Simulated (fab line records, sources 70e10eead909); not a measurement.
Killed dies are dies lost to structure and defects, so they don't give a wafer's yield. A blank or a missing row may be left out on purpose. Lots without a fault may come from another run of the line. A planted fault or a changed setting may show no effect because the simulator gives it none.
Chamber matching | flow nand_harc | NHARC_A_STAIRCASE_TRIM_24 on rie_diel-03: 4 sister chambers
The step chemistry O2, time 211.2 s. 8 wafers are shown with their chamber, then 8 later ones without.

WAFERS WITH THEIR CHAMBER
wafer  | chamber | showerhead_plenum_p_Torr (Torr) | drypump_motor_current_A (A)
L637.4 | 0       | 3.48                            | 4.9
L637.5 | 2       | 3.28                            | 6.2
L639.1 | 2       | 3.28                            | 6.2
L640.3 | 0       | 3.47                            | 4.8
L647.1 | 1       | 3.62                            | 6.3
L647.3 | 3       | 3.48                            | 5.9
L647.6 | 3       | 3.48                            | 5.8
L648.1 | 1       | 3.61                            | 6.3

WAFERS WITHOUT THEIR CHAMBER
wafer  | showerhead_plenum_p_Torr (Torr) | drypump_motor_current_A (A)
L648.2 | 3.48                            | 5.8
L648.5 | 3.61                            | 6.3
L652.1 | 3.45                            | 4.9
L652.3 | 3.61                            | 6.3
L652.6 | 3.61                            | 6.3
L653.2 | 3.78                            | 6.2
L653.4 | 3.45                            | 4.9
L653.6 | 3.60                            | 6.4

WHICH CHAMBER EACH WENT THROUGH
wafer  | from the rows above | in truth
L648.2 | 3                   | 3
L648.5 | 1                   | 1
L652.1 | 0                   | 0
L652.3 | 1                   | 1
L652.6 | 1                   | 1
L653.2 | 1                   | 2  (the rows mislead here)
L653.4 | 0                   | 0
L653.6 | 1                   | 1
Placed correctly: 7 of 8. Can't be placed from these rows: 0. Placed wrongly: 1.
How it was worked out, from the rows above alone: a wafer's distance from a chamber is the root of the sum, over the readings, of the square of ((its reading less the chamber's mean) divided by the reading's scatter). The wafer belongs to the nearest chamber; if the next one is less than 2 further off, it can't be placed. A chamber's mean is the mean of its shown wafers. The scatter: the root of (the sum of the squares of (reading less its chamber's mean) over the shown wafers, divided by (wafers less chambers)).
